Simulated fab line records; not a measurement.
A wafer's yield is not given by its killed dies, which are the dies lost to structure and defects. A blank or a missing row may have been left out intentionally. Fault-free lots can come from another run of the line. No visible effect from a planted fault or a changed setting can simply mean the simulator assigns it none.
Chamber matching || flow n5-finfet || N5_STI_FIN_REVEAL_ALD_00 on ald-sin-03 has 4 sister chambers
The step deposits SiO2, target thk 1 nm, pulse time 1 s. 4 wafers are shown with their chamber, then 8 later ones without.

WAFERS WITH THEIR CHAMBER
{"wafer": "L084.5", "chamber": 1, "heater-power-w (W)": 409}
{"wafer": "L086.2", "chamber": 3, "heater-power-w (W)": 462}
{"wafer": "L086.5", "chamber": 0, "heater-power-w (W)": 511}
{"wafer": "L089.2", "chamber": 2, "heater-power-w (W)": 432}

WAFERS WHOSE CHAMBER IS MISSING
{"wafer": "L089.4", "heater-power-w (W)": 431}
{"wafer": "L089.6", "heater-power-w (W)": 454}
{"wafer": "L092.1", "heater-power-w (W)": 404}
{"wafer": "L092.2", "heater-power-w (W)": 461}
{"wafer": "L092.4", "heater-power-w (W)": 421}
{"wafer": "L096.1", "heater-power-w (W)": 435}
{"wafer": "L096.4", "heater-power-w (W)": 403}
{"wafer": "L096.5", "heater-power-w (W)": 418}

EACH ONE'S CHAMBER
{"wafer": "L089.4", "from the rows above": 2, "in truth": 2}
{"wafer": "L089.6", "from the rows above": 3, "in truth": 3}
{"wafer": "L092.1", "from the rows above": 1, "in truth": 1}
{"wafer": "L092.2", "from the rows above": 3, "in truth": 3}
{"wafer": "L092.4", "from the rows above": "can't be placed: 2 or 1", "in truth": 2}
{"wafer": "L096.1", "from the rows above": 2, "in truth": 2}
{"wafer": "L096.4", "from the rows above": 1, "in truth": 1}
{"wafer": "L096.5", "from the rows above": "can't be placed: 1 or 2", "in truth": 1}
6 of 8 placed correctly. These rows do not allow placing 2 (true chamber among the candidates in 2). Placed wrongly: 0.
How it was worked out, from the rows above alone: a wafer's distance from a chamber is the root of the sum, over the readings, of the square of ((its reading less the chamber's mean) divided by the reading's scatter). The wafer belongs to the nearest chamber; if the next one is less than 2 further off, it can't be placed. Each chamber's mean is taken over the wafers shown for it. The scatter (one wafer shown for each chamber): square how far every hidden wafer sits from the nearest shown wafer, average those squares and take the square root.
